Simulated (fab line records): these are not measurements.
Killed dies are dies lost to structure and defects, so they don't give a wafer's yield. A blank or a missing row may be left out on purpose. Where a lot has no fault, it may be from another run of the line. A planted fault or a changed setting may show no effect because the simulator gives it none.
Which of the tools did it?    flow n5-finfet    at 1 step of a route of 1938, 11 lots with 31 wafers sampled

## WHAT THE GAUGES SHOWED, per wafer
N5_BEOL_M6_INSPECT_13: inspects for defects (brightfield). Usual: 430 for raw-defect-count, sd 97.
lot   measured      on                 raw-defect-count  flag
L150  day 9 08:52   defect-inspect-01  424 343 397       
L149  day 9 12:13   defect-inspect-01  619 380 529       
L151  day 10 02:41  defect-inspect-02  373 382           
L153  day 10 15:53  defect-inspect-01  476 434           
L163  day 13 10:11  defect-inspect-01  423 356 484       
L168  day 14 02:33  defect-inspect-02  516 447 487       
L166  day 14 09:11  defect-inspect-02  388 697 522       
L167  day 14 14:25  defect-inspect-02  324 364 296       
L170  day 14 14:36  defect-inspect-02  327 628 518       
L169  day 14 20:30  defect-inspect-02  465 397 382       
L171  day 15 14:34  defect-inspect-02  572 488 465       

## WHAT TOOL EACH LOT RAN ON (gives the tool, then ch and the chambers of the sampled wafers, and finally the start)
No process step before these readings appears in the record.

## AS READ BY THE TOOLS THEMSELVES (means over the sampled wafers that have a number; for cases with no such wafer, the mark the record gives instead)
The record holds no such reading with a usual standard deviation.

## THE ANSWER, worked out from the rows above alone
Rule: a lot is off if the mean of its wafers that have a number lies more than 3 standard deviations from the usual mean. A lot without any number at a reading at which 4 lots or more have one is off too. Where the step has rows for the other lots, those lots are counted as sound. Order of review: gauges by route order, followed by the tools' own readings, for which a lot's mean as printed above is used. At the first step where some lot is off, the reading lying furthest off is the one used; lots without a number count as furthest.
No lot is off on any of the readings shown, so nothing can be concluded from this.

## WHAT THE SIMULATOR PUT IN
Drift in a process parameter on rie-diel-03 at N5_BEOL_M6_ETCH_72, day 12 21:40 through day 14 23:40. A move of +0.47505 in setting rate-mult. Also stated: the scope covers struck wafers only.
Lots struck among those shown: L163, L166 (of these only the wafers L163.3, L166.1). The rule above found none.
